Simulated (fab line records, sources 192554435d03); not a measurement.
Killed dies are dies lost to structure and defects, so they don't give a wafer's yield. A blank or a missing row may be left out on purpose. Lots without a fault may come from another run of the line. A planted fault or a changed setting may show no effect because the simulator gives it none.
Split-lot experiment | flow n5_finfet | 7 lots, 21 wafers read, on a route of 1938 steps

THE SPLIT
At N5_BEOL_M7_HM_DEP_02 (deposits TiN, target thk 20 nm), the setting target_thk_a was moved away from the recipe's 200 angstrom on 4 of the 21 wafers read, by -10.0% to +9.0%. The other wafers ran this setting at the recipe's value.

FROM THE SPLIT TO THE READING: what the file shows between them, 8 steps
- N5_BEOL_M7_COAT_60: time 60 s, resist thk 35 nm (also split here: spin_rpm)
- N5_BEOL_M7_COAT_05: resist thk 90 nm
- N5_BEOL_M7_EBR_07
- N5_BEOL_M7_DESCUM_16: chemistry O2, time 7.9 s
- N5_BEOL_M7_ETCH_61: etches SiARC in CF4, target depth 45.5 nm, time 75.8 s
- N5_BEOL_M7_ETCH_62: etches SOC in N2/H2, target depth 110 nm, overetch 22 nm, time 165 s
- N5_BEOL_M7_STRIP_68: strips in N2/H2
- N5_BEOL_M7_STRIP_67: strips in CF4

THE READING
etch.depth_nm (the simulator's own value, which no gauge read), in nm, at N5_BEOL_M7_HM_OPEN_17 (chemistry Cl2/BCl3, target TiN, target depth 20 nm, overetch 6 nm). The file gives no usual value for it. The 17 wafers here that ran the recipe average 19.90 nm, standard deviation 0.22 nm.

wafer  | tool, chamber at the split | target_thk_a as run, angstrom | against the recipe | etch.depth_nm, nm | against lot-mates on the recipe
L075.1 | pvd_sputter-03, -          | 200                           | recipe             | 20.09             | -
L075.3 | pvd_sputter-03, -          | 200                           | recipe             | 19.8              | -
L075.6 | pvd_sputter-03, -          | 200                           | recipe             | 19.89             | -
L076.2 | pvd_sputter-02, -          | 200                           | recipe             | 19.6              | -
L076.3 | pvd_sputter-02, -          | 200                           | recipe             | 19.58             | -
L076.6 | pvd_sputter-02, -          | 200                           | recipe             | 19.49             | -
L079.2 | pvd_sputter-03, -          | 200                           | recipe             | 20.23             | -
L079.3 | pvd_sputter-03, -          | 200                           | recipe             | 20.09             | -
L079.4 | pvd_sputter-03, -          | 200                           | recipe             | 19.86             | -
L083.1 | pvd_sputter-02, -          | 200                           | recipe             | 19.96             | -
L083.3 | pvd_sputter-02, -          | 200                           | recipe             | 19.69             | -
L083.5 | pvd_sputter-02, -          | 200                           | recipe             | 19.86             | -
L091.3 | pvd_sputter-02, -          | 200                           | recipe             | 20.28             | -
L091.4 | pvd_sputter-02, -          | 180.1                         | -10.0%             | 17.99             | -2.10
L091.5 | pvd_sputter-02, -          | 200                           | recipe             | 19.89             | -
L092.4 | pvd_sputter-03, -          | 200                           | recipe             | 20.05             | -
L092.5 | pvd_sputter-03, -          | 217.9                         | +9.0%              | 22.12             | +2.07
L092.6 | pvd_sputter-03, -          | 200                           | recipe             | 20.04             | -
L094.2 | pvd_sputter-02, -          | 211.4                         | +5.7%              | 21.07             | +1.09
L094.3 | pvd_sputter-02, -          | 211.4                         | +5.7%              | 21.12             | +1.14
L094.4 | pvd_sputter-02, -          | 200                           | recipe             | 19.98             | -

THE FIT
A straight line over all 21 wafers: etch.depth_nm changes by +0.214 nm for each +1% of target_thk_a; r = +0.96; the points scatter about the line by 0.22 nm.
The same after taking each lot's own level away (the mean of its wafers on the recipe; 21 wafers): +0.214 nm for each +1%; r = +0.99; scatter 0.12 nm.
On that fit, the largest move of target_thk_a shifts the reading by 2.1 nm.
The lots' own levels span 19.557 to 20.085 nm, that is 2.4 times the standard deviation above.
So the lot-to-lot level changes the slope little: the two slopes agree.
Check: with one of the wafers moved furthest among these (-10.0%) left out of the fit, the line predicts -2.16 nm for it against its lot-mates. It came out at -2.1 nm against them.

OTHER SPLITS ON THESE WAFERS
These wafers also went through other splits before the reading. Each is held against what the fit with the lots' levels taken away leaves over:
other split on the same wafers    | wafers away from the commonest value | r with etch.depth_nm (lot level and that fit taken away)
N5_BEOL_M5_HM_DEP_02 target_thk_a | 7                                    | +0.36
N5_BEOL_M6_COAT_22 spin_rpm       | 9                                    | +0.00
N5_BEOL_M7_COAT_60 spin_rpm       | 8                                    | -0.12

THE WHOLE CHAIN: every reading that the file lists as answering this split, in the file's order
step                  | what it does                                                      | reading                                                                          | change (the file's fit)               | r (the file's)
N5_BEOL_M7_HM_DEP_02  | deposits TiN, target thk 20 nm                                    | TiN_of_BEOL_M7_HM_DEP_02.thk_nm (the simulator's own value, which no gauge read) | +0.217 nm for each +1% of the setting | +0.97
N5_BEOL_M7_HM_OPEN_17 | chemistry Cl2/BCl3, target TiN, target depth 20 nm, overetch 6 nm | etch.depth_nm (the simulator's own value, which no gauge read)                   | +0.216 nm for each +1% of the setting | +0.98

THE FILE'S OWN FIT
etch.depth_nm changes by +0.216 nm for each +1% of target_thk_a, r = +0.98.
